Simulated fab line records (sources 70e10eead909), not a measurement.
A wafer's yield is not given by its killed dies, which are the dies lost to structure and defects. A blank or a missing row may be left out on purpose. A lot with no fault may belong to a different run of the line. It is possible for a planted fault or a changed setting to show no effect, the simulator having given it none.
A single fault, viewed from 2 desks :: flow nand harc :: each desk holds nothing but its own numbers, with what lay behind them at the end

THE METROLOGY DESK
What the gauges read, lot by lot, whatever tool the lot ran on: means of the sampled wafers that have a number. A lot is out of limits, marked OUT, if its mean lies more than 4 standard deviations from the usual mean; the brackets give that distance.
Columns: A = cd nm at NHARC_A_CHANNEL_HOLE_D1_CD_MEAS_18, usual 99.4 nm
lot: L584
first seen here: day 8 15:20
A: 100.6

lot: L586
first seen here: day 9 15:35
A: 97.2

lot: L587
first seen here: day 9 17:34
A: 100.3

lot: L589
first seen here: day 10 16:14
A: 97.8

lot: L594
first seen here: day 12 11:56
A: 101.1

lot: L596
first seen here: day 13 12:31
A: 98.8

lot: L601
first seen here: day 15 10:20
A: 98.9

lot: L603
first seen here: day 16 06:03
A: 101.0

lot: L604
first seen here: day 17 03:25
A: 97.9

lot: L605
first seen here: day 17 08:55
A: 99.3

lot: L606
first seen here: day 17 10:56
A: 98.7

lot: L607
first seen here: day 17 20:32
A: 98.3
Finding of this desk: none of the 12 lots has anything out of limits.

TOOL OWNER'S DESK, ald hk-02
The tool's own readings at NHARC_A_CHANNEL_FILL_D1_ALD_14 (deposits SiO2, target thk 2.5 nm, pulse time 10 s, ald cycles 25): means of the sampled wafers that have a number, for each lot that ran on this tool. A lot is out of limits, marked OUT, if its mean lies more than 4 standard deviations from the usual mean; the brackets give that distance.
Columns: A = heater power w at NHARC_A_CHANNEL_FILL_D1_ALD_14, usual 425 W; B = precursor pulse height rel at NHARC_A_CHANNEL_FILL_D1_ALD_14, usual 0.997
lot: L586
first seen here: day 10 04:38
A: 428
B: 0.970

lot: L589
first seen here: day 11 05:19
A: 420
B: 0.973

lot: L596
first seen here: day 14 05:44
A: 472
B: 1.001

lot: L603
first seen here: day 16 19:53
A: 355
B: 0.992

lot: L606
first seen here: day 18 03:01
A: 411
B: 1.004
Finding of this desk: none of the 5 lots has anything out of limits.

TAKEN TOGETHER
From the metrology desk's view, nothing was out of limits.
The desk of the tool owner found nothing out of limits.

WHAT HAD BEEN PUT IN BY THE SIMULATOR
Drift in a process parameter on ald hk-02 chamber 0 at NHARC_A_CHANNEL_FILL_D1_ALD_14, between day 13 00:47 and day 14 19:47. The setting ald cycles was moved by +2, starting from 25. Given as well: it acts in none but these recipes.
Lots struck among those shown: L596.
